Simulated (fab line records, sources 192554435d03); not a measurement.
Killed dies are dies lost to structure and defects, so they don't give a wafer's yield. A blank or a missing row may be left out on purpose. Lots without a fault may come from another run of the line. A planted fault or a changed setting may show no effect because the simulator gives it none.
Which tool did it? | flow n5_finfet | 10 lots, 29 wafers sampled, at 5 steps of a route of 1938

WHAT THE GAUGES READ, wafer by wafer
N5_BEOL_M4_RC_MEAS_101. Usual: DIBL_N 36.5 mV/V, standard deviation 1.9; DIBL_P 36.7 mV/V, standard deviation 2.1; IOFF_N 0.17 nA/um, standard deviation 0.035; IOFF_P 0.22 nA/um, standard deviation 0.042; ION_N 676 uA/um, standard deviation 10; ION_P 462 uA/um, standard deviation 8.1; SS_N 71.5 mV/dec, standard deviation 0.72; SS_P 73.4 mV/dec, standard deviation 0.7; VT_N 249 mV, standard deviation 3.1; VT_P -250 mV, standard deviation 3.9.
lot  | measured     | on        | DIBL_N (mV/V)  | DIBL_P (mV/V)  | IOFF_N (nA/um) | IOFF_P (nA/um) | ION_N (uA/um) | ION_P (uA/um) | SS_N (mV/dec)  | SS_P (mV/dec)  | VT_N (mV)   | VT_P (mV)      | flag
L935 | day 8 10:17  | prober-01 | 36.3 37.0 40.5 | 35.7 36.7 41.0 | 0.14 0.15 0.23 | 0.21 0.22 0.31 | 661 686 699   | 463 474 475   | 71.8 72.2 72.5 | 73.8 73.3 74.9 | 254 251 247 | -250 -247 -246 |
L933 | day 8 12:59  | prober-02 | 38.3 38.4 36.6 | 40.1 40.2 36.9 | 0.21 0.22 0.18 | 0.31 0.31 0.25 | 678 695 681   | 466 481 471   | 72.6 71.9 72.8 | 74.4 74.1 73.3 | 250 245 249 | -246 -244 -246 |
L937 | day 10 03:57 | prober-02 | 37.9 39.7 38.8 | 37.8 40.0 38.7 | 0.16 0.20 0.17 | 0.27 0.30 0.26 | 674 681 670   | 467 472 460   | 72.4 72.3 71.8 | 73.1 74.3 73.7 | 247 249 249 | -245 -244 -246 |
L942 | day 11 12:39 | prober-02 | 38.4 37.8 36.4 | 38.8 37.0 36.2 | 0.21 0.19 0.17 | 0.24 0.21 0.20 | 694 676 681   | 467 456 457   | 71.6 72.2 70.9 | 74.4 74.3 73.6 | 242 245 245 | -249 -253 -250 |
L945 | day 11 15:23 | prober-01 | 37.7 36.5      | 38.6 38.0      | 0.19 0.17      | 0.21 0.19      | 680 675       | 453 456       | 72.7 71.8      | 73.8 73.5      | 245 249     | -252 -254      |
L946 | day 11 17:02 | prober-02 | 37.9 36.5 36.5 | 37.9 35.3 36.1 | 0.18 0.16 0.15 | 0.20 0.17 0.18 | 678 671 669   | 456 451 456   | 70.9 71.8 71.2 | 73.9 73.2 73.0 | 248 251 251 | -254 -254 -254 |
L948 | day 12 05:14 | prober-01 | 36.0 37.1 35.8 | 34.8 35.7 34.6 | 0.15 0.16 0.14 | 0.18 0.19 0.18 | 666 668 657   | 454 456 446   | 72.0 72.6 71.6 | 72.8 72.5 72.5 | 254 249 253 | -252 -254 -252 |
L949 | day 12 15:43 | prober-02 | 37.5 37.1 35.9 | 37.4 37.9 35.3 | 0.20 0.20 0.16 | 0.29 0.31 0.25 | 689 698 681   | 478 489 477   | 72.3 71.0 70.9 | 73.8 74.6 74.0 | 245 245 250 | -241 -242 -244 |
L953 | day 14 04:26 | prober-02 | 35.2 36.2 34.5 | 34.6 36.1 34.0 | 0.12 0.15 0.12 | 0.16 0.17 0.15 | 662 679 659   | 454 458 451   | 71.2 71.1 71.2 | 72.1 73.1 72.1 | 253 247 253 | -255 -254 -256 |
L955 | day 15 12:26 | prober-01 | 35.8 37.7 35.5 | 36.4 38.7 36.3 | 0.18 0.19 0.16 | 0.24 0.26 0.23 | 683 674 682   | 470 460 472   | 71.4 72.8 71.3 | 73.4 73.5 73.2 | 247 246 249 | -247 -248 -247 |

WHICH TOOL RAN EACH LOT (tool, then ch and the chambers of the sampled wafers, then the start)
lot  | N5_BEOL_M4_SPUTTER_90        | N5_BEOL_M4_ANNEAL_91         | N5_BEOL_M4_CMP_52             | N5_BEOL_M4_CO_CAP_55
L935 | pvd_sputter-02, day 8 08:31  | pvd_sputter-02, day 8 08:36  | cmp-01 ch 0,2,3, day 8 09:46  | cvd_co-02 ch 0,1,2, day 8 10:04
L933 | pvd_sputter-01, day 8 11:04  | pvd_sputter-01, day 8 11:08  | cmp-02 ch 0,1,3, day 8 12:13  | cvd_co-02 ch 1,2, day 8 12:35
L937 | pvd_sputter-03, day 10 02:02 | pvd_sputter-03, day 10 02:07 | cmp-01 ch 0,2, day 10 03:14   | cvd_co-02 ch 1,2, day 10 03:34
L942 | pvd_sputter-02, day 11 10:38 | pvd_sputter-02, day 11 10:43 | cmp-04 ch 1,2, day 11 11:47   | cvd_co-02 ch 0,1,2, day 11 12:16
L945 | pvd_sputter-03, day 11 13:19 | pvd_sputter-03, day 11 13:23 | cmp-02 ch 1,3, day 11 14:37   | cvd_co-02 ch 0,1, day 11 14:59
L946 | pvd_sputter-01, day 11 15:06 | pvd_sputter-01, day 11 15:11 | cmp-01 ch 1,2,3, day 11 16:19 | cvd_co-02 ch 0,1,2, day 11 16:38
L948 | pvd_sputter-02, day 12 03:08 | pvd_sputter-02, day 12 03:13 | cmp-01 ch 1,3, day 12 04:19   | cvd_co-01 ch 0,2, day 12 04:40
L949 | pvd_sputter-01, day 12 13:31 | pvd_sputter-01, day 12 13:35 | cmp-04 ch 1,2, day 12 14:59   | cvd_co-02 ch 0,1, day 12 15:19
L953 | pvd_sputter-02, day 14 02:32 | pvd_sputter-02, day 14 02:37 | cmp-04 ch 0,2,3, day 14 03:47 | cvd_co-01 ch 0,1,2, day 14 04:03
L955 | pvd_sputter-03, day 15 10:21 | pvd_sputter-03, day 15 10:26 | cmp-02 ch 0,1,2, day 15 11:34 | cvd_co-02 ch 0,1,2, day 15 11:53
- N5_BEOL_M4_SPUTTER_90: material Cu, target thk 4.5 nm, time 8.29 s.
- N5_BEOL_M4_ANNEAL_91: time 240 s.
- N5_BEOL_M4_CMP_52: polishes, stops on SiOC, t overpolish 6.8 s, target thk 40 nm.
- N5_BEOL_M4_CO_CAP_55: material Co, precursor CCTBA/H2, target thk 2 nm, time 102.1 s.

WHAT THE TOOLS THEMSELVES READ (means of the sampled wafers that have a number; where no wafer has one, the mark that the record gives instead)
N5_BEOL_M4_SPUTTER_90. Usual: throttle_valve_pct 29.7 %, standard deviation 1.1.
lot  | tool           | throttle_valve_pct (%) | flag
L935 | pvd_sputter-02 | 29.5                   |
L933 | pvd_sputter-01 | 30.1                   |
L937 | pvd_sputter-03 | 29.1                   |
L942 | pvd_sputter-02 | 29.7                   |
L945 | pvd_sputter-03 | 30.1                   |
L946 | pvd_sputter-01 | 28.9                   |
L948 | pvd_sputter-02 | 30.3                   |
L949 | pvd_sputter-01 | 29.0                   |
L953 | pvd_sputter-02 | 30.1                   |
L955 | pvd_sputter-03 | 29.8                   |

N5_BEOL_M4_ANNEAL_91. Usual: heater_power_w 824 W, standard deviation 88.
lot  | tool           | heater_power_w (W) | flag
L935 | pvd_sputter-02 | 794                |
L933 | pvd_sputter-01 | 849                |
L937 | pvd_sputter-03 | 781                |
L942 | pvd_sputter-02 | 923                |
L945 | pvd_sputter-03 | 775                |
L946 | pvd_sputter-01 | 904                |
L948 | pvd_sputter-02 | 843                |
L949 | pvd_sputter-01 | 901                |
L953 | pvd_sputter-02 | 837                |
L955 | pvd_sputter-03 | 736                |

N5_BEOL_M4_CMP_52. Usual: barrier_field_endpoint_s 24.8 s, standard deviation 0.67; clearing_platen_down_force_psi 1.4998 psi, standard deviation 0.003; motor_current_A 6.3 A, standard deviation 0.61; overpolish_run_s 6.799 s, standard deviation 0.0092; platen_rpm 50.00 rpm, standard deviation 0.032; time_to_endpoint_s 63 s, standard deviation 3.2.
lot  | tool   | barrier_field_endpoint_s (s) | clearing_platen_down_force_psi (psi) | motor_current_A (A) | overpolish_run_s (s) | platen_rpm (rpm) | time_to_endpoint_s (s) | flag
L935 | cmp-01 | 24.5                         | 1.5007                               | 5.9                 | 6.803                | 50.00            | 65                     |
L933 | cmp-02 | 25.1                         | 1.4996                               | 6.7                 | 6.802                | 50.03            | 64                     |
L937 | cmp-01 | 24.4                         | 1.5012                               | 6.0                 | 6.805                | 49.98            | 63                     |
L942 | cmp-04 | 25.0                         | 1.5016                               | 6.3                 | 6.797                | 50.02            | 63                     |
L945 | cmp-02 | 24.9                         | 1.4985                               | 6.2                 | 6.797                | 50.03            | 64                     |
L946 | cmp-01 | 24.5                         | 1.4990                               | 5.8                 | 6.808                | 50.02            | 63                     |
L948 | cmp-01 | 25.0                         | 1.5022                               | 5.9                 | 6.797                | 50.01            | 64                     |
L949 | cmp-04 | 23.9                         | 1.4993                               | 6.5                 | 6.802                | 50.01            | 60                     |
L953 | cmp-04 | 25.3                         | 1.5025                               | 6.8                 | 6.796                | 50.01            | 64                     |
L955 | cmp-02 | 24.9                         | 1.4980                               | 6.5                 | 6.788                | 50.02            | 65                     |

N5_BEOL_M4_CO_CAP_55. Usual: chamber_pressure_Torr 30.00 Torr, standard deviation 0.067; heater_power_w 235 W, standard deviation 32; run_length_s 124.7 s, standard deviation 0.6.
lot  | tool      | chamber_pressure_Torr (Torr) | heater_power_w (W) | run_length_s (s) | flag
L935 | cvd_co-02 | 30.02                        | 225                | 124.9            |
L933 | cvd_co-02 | 29.97                        | 204                | 124.3            |
L937 | cvd_co-02 | 30.03                        | 214                | 124.8            |
L942 | cvd_co-02 | 30.03                        | 224                | 125.1            |
L945 | cvd_co-02 | 29.96                        | 240                | 176.9            | OFF
L946 | cvd_co-02 | 30.04                        | 226                | 177.0            | OFF
L948 | cvd_co-01 | 29.97                        | 225                | 124.6            |
L949 | cvd_co-02 | 29.95                        | 238                | 177.8            | OFF
L953 | cvd_co-01 | 30.02                        | 242                | 124.6            |
L955 | cvd_co-02 | 30.01                        | 224                | 124.6            |

THE ANSWER, worked out from the rows above alone
Rule: a lot is off if the mean of its wafers that have a number lies more than 3 standard deviations from the usual mean. A lot without any number at a reading at which 4 lots or more have one is off too. The other lots that the step has rows for count as sound. The gauges are gone through in route order, then the tools' own readings, and for those a lot's mean is taken as printed above. The first step at which some lot is off is used, and at that step the reading that is off furthest; a lot without a number counts as furthest.
Off: L945, L946, L949, at N5_BEOL_M4_CO_CAP_55 (run_length_s).
A tool fits if, at that step or a process step before it, it ran every lot that is off, and no sound lot after the first of them. None of those tried fits.

WHAT THE SIMULATOR HAD PUT IN
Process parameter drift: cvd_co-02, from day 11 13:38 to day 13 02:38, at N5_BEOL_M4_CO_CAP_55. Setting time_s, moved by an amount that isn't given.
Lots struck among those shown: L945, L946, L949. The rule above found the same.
